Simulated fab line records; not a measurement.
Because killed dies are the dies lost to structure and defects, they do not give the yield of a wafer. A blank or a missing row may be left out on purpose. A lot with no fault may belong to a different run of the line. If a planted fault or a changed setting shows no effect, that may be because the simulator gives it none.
Matching of chambers	flow n5_finfet	N5_BEOL_M6_ETCH_65 on rie_diel-01: 4 sister chambers
The step etches SiARC in CF4, target depth 15.6 nm, time 26 s. 4 wafers are shown with their chamber, then 9 later ones without.

## WAFERS WITH THEIR CHAMBER
wafer	chamber	showerhead_plenum_p_Torr (Torr)
L082.2	2	2.21
L090.1	3	2.09
L090.4	0	2.09
L090.5	1	2.15

## WAFERS MISSING THEIR CHAMBER
wafer	showerhead_plenum_p_Torr (Torr)
L096.1	2.09
L096.3	2.14
L096.5	2.14
L094.1	2.09
L094.5	2.09
L094.6	2.14
L095.3	2.09
L095.5	2.20
L095.6	2.14

## WHICH CHAMBER EACH ONE RAN IN
wafer	from the rows above	in truth
L096.1	can't be placed: 0 or 3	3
L096.3	1	1
L096.5	1	1
L094.1	can't be placed: 0 or 3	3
L094.5	can't be placed: 0 or 3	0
L094.6	1	1
L095.3	can't be placed: 0 or 3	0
L095.5	2	2
L095.6	1	1
5 of 9 placed correctly. Unplaceable from these rows: 4, with the true chamber sitting among the candidates in 4. 0 placed wrongly.
How it was worked out, from the rows above alone: a wafer's distance from a chamber is the root of the sum, over the readings, of the square of ((its reading less the chamber's mean) divided by the reading's scatter). If the next closest chamber is less than 2 further off than the closest, the wafer can't be placed; otherwise it belongs to the closest. For every chamber, the mean is computed from those of its wafers that are shown. The scatter: with one shown wafer a chamber, the root of the mean of the squares of how far each hidden wafer lies from its nearest shown one.
